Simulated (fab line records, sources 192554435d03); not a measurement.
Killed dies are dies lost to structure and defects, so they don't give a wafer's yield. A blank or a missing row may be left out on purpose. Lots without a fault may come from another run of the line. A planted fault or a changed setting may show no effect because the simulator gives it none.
A struck lot beside a sound one | flow n5_finfet | 14 steps out of a route of 1938
Sound: wafers L688.4, L688.5, L688.6. Struck: wafer L679.5. (L679.1, L679.4 of the same lot were not struck and are left out.) The cause comes at the end.
At each step with rows: each side's tool, then ch and its chambers, then its first start. Under that, the readings that differ: sound wafers | struck wafers | difference of the means | sigmas: that difference in standard deviations of wafers without a fault.
alike: readings whose means differ by less than 2 such deviations, and words and numbers that are the same on both sides. not compared: withheld readings, readings that some wafer has no value for, bounds like >300 that may hide the same value, and numbers for which the record gives no deviation and whose values overlap.
The two part at a step that has a row with sigmas, a row that says differs or no value, or rows on one side only. Numbers that don't overlap but have no deviation are shown without sigmas and don't part them. A reading that every wafer of one side lacks parts them only if that side has two wafers or more.

N5_BEOL_M9_TRENCH_ETCH_37: etches SiCOH lowk in C4F6/O2, target depth 151.43 nm, time 49 s.
  sound on rie_diel-02 ch 2,3; struck on rie_diel-01 ch 0
  reading               | sound          | struck | difference | sigmas
  oes_ar_750_au (a.u.)  | 0.99 0.84 1.01 | 0.70   | -0.25      | -3
  oes_product_au (a.u.) | 0.99 0.84 1.00 | 0.69   | -0.25      | -3
  alike: drypump_motor_current_A, rf_fwd_power_W, rf_vpp_V, showerhead_plenum_p_Torr, throttle_valve_pct
  not compared: rf_hours_counter_h
N5_BEOL_M9_ETCH_41: etches SiCN in CH3F/O2, target depth 36.6 nm, time 70.1 s.
  sound on rie_diel-02 ch 2,3; struck on rie_diel-01 ch 0
  reading               | sound          | struck | difference | sigmas
  oes_product_au (a.u.) | 1.00 0.85 0.99 | 0.69   | -0.26      | -3
  alike: drypump_motor_current_A, rf_fwd_power_W, rf_vpp_V, showerhead_plenum_p_Torr, throttle_valve_pct
  not compared: rf_hours_counter_h
N5_BEOL_M9_STRIP_80: strips in N2/H2, time 10 s.
  sound on rie_diel-02 ch 2,3; struck on rie_diel-01 ch 0
  reading               | sound          | struck | difference | sigmas
  oes_product_au (a.u.) | 1.00 0.85 0.99 | 0.69   | -0.26      | -3
  alike: drypump_motor_current_A, rf_vpp_V, showerhead_plenum_p_Torr, throttle_valve_pct
  not compared: rf_hours_counter_h
N5_BEOL_M9_OCD_MEAS_38:
  sound on ocd-02, day 17 01:02; struck on ocd-02, day 13 08:55
  reading              | sound             | struck | difference | sigmas
  trench_depth_nm (nm) | 156.2 152.1 156.4 | 149.4  | -5.5       | -2
then, 4 steps without rows for these wafers: N5_BEOL_M9_HM_STRIP_39 (strips TiN in peroxide tin strip, target depth 25 nm, time 158 s); N5_BEOL_M9_SRD_40 (time 30 s); N5_BEOL_M9_PRECLEAN_42 (cleans in residue remover, time 60 s); N5_BEOL_M9_SRD_43 (time 30 s).
N5_BEOL_M9_CD_MEAS_35: target cd 70 nm, target cd y 40 nm.
  sound on cd_sem-02, day 17 01:11; struck on cd_sem-02, day 13 09:04
  alike: cd_nm
N5_BEOL_M9_CURE_72: cures SiCOH lowk, time 120 s.
  sound on uv_cure-03 ch 2, day 17 01:22; struck on uv_cure-01 ch 0, day 13 09:07
  alike: lamp_power_pct, wafer_temp_C_max
then, 1 step without rows for these wafers: N5_BEOL_M9_DEGAS_44 (time 60 s).
N5_BEOL_M9_PRE_CLEAN_45: time 30 s.
  sound on pvd_sputter-01, day 17 02:28; struck on pvd_sputter-01, day 13 10:09
  alike: heater_power_w
N5_BEOL_M9_ALD_74: deposits TaN, target thk 2 nm, pulse time 2 s, purge time 3 s.
  sound on ald_metal-01 ch 0,2,3, day 17 02:31; struck on ald_metal-01 ch 2, day 13 10:14
  reading                                 | sound    | struck | difference | sigmas
  ald_cycles                              | 40 40 40 | 54     | +14        |
  model.TaN_of_BEOL_M9_ALD_74.thk_nm (nm) | 2 2 2    | 2.8    | +0.8       |
  alike: heater_power_w
then, 1 step without rows for these wafers: N5_BEOL_M9_SURFACE_TREAT_79.

WHERE THEY PART
First at N5_BEOL_M9_TRENCH_ETCH_37; last, within this record, at N5_BEOL_M9_OCD_MEAS_38. Later steps at which nothing parts them and some readings are alike: N5_BEOL_M9_CD_MEAS_35, N5_BEOL_M9_CURE_72, N5_BEOL_M9_PRE_CLEAN_45, N5_BEOL_M9_ALD_74.

WHY: what the simulator had put in
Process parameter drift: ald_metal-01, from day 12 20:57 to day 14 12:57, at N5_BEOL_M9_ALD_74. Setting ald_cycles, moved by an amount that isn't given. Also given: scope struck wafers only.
